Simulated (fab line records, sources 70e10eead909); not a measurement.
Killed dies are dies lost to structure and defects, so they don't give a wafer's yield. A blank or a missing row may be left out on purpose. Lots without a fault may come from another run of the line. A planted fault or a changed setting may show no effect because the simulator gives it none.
Which tool did it? | flow nand_harc | 6 lots, 18 wafers sampled, at 5 steps of a route of 1302

WHAT THE GAUGES READ, wafer by wafer
NHARC_END_SORT_01.
lot  | measured     | on        | killed_at_array
L675 | day 28 04:59 | prober-02 | 673 671 673
L679 | day 29 20:34 | prober-02 | 70 79 71
L688 | day 33 23:11 | prober-01 | 29 32 35

WHICH TOOL RAN EACH LOT (tool, then ch and the chambers of the sampled wafers, then the start)
lot  | NHARC_A_STAIRCASE_ETCH_27                     | NHARC_A_STAIRCASE_STRIP_175          | NHARC_A_STAIRCASE_DESCUM_186       | NHARC_A_STAIRCASE_ETCH_188
L670 | rie_diel-09 ch 1,3, day 17 02:02 or earlier   | plasma_asher-01 ch 0,1, day 17 02:02 | rie_diel-06 ch 1,2,3, day 17 03:26 | rie_diel-06 ch 0,1,2, day 17 03:51
L672 | rie_diel-01 ch 0,1, day 18 17:24 or earlier   | plasma_asher-02 ch 0,1, day 18 17:24 | rie_diel-06 ch 0,1, day 18 18:46   | rie_diel-06 ch 0,2,3, day 18 19:01
L675 | rie_diel-06 ch 0,1,3, day 19 18:25 or earlier | plasma_asher-02 ch 0,1, day 19 18:25 | rie_diel-06 ch 1,2, day 19 19:53   | rie_diel-06 ch 0,1,2, day 19 20:08
L679 | rie_diel-06 ch 0,1,2, day 20 20:37 or earlier | plasma_asher-01 ch 0,1, day 20 20:37 | rie_diel-01 ch 0,2,3, day 20 21:58 | rie_diel-01 ch 0,1,3, day 20 22:13
L685 | rie_diel-01 ch 0,1,3, day 23 18:18 or earlier | plasma_asher-02 ch 0,1, day 23 18:18 | rie_diel-06 ch 0,2,3, day 23 19:55 | rie_diel-06 ch 1,2,3, day 23 20:10
L688 | rie_diel-01 ch 0,1,2, day 24 23:48 or earlier | plasma_asher-01 ch 0,1, day 24 23:48 | rie_diel-06 ch 0,1,2, day 25 01:13 | rie_diel-06 ch 2,3, day 25 01:27
- NHARC_A_STAIRCASE_ETCH_27: etches the open film in C4F8/O2, target depth 100 nm, time 40.5 s.
- NHARC_A_STAIRCASE_STRIP_175: strips in O2.
- NHARC_A_STAIRCASE_DESCUM_186: chemistry O2, time 3 s.
- NHARC_A_STAIRCASE_ETCH_188: etches the open film in C4F8/O2, target depth 100 nm, time 40.5 s.

THE ANSWER, worked out from the rows above alone
Rule: what is usual is taken from the lots themselves. Put in order of their means at a reading, lots are off if they are a third of the lots or fewer, leave a main group of 4 or more, and stand apart from it by a gap of 3 or more times the standard deviation of the main group's means; of several such gaps the widest counts. A main group whose means are all the same, to the digits that the tables above print for the reading, isn't used. A lot without any number at a reading at which 4 lots or more have one is off too. The other lots that the step has rows for count as sound.
No lot is off at any reading shown: from this, nothing can be told.

WHAT THE SIMULATOR HAD PUT IN
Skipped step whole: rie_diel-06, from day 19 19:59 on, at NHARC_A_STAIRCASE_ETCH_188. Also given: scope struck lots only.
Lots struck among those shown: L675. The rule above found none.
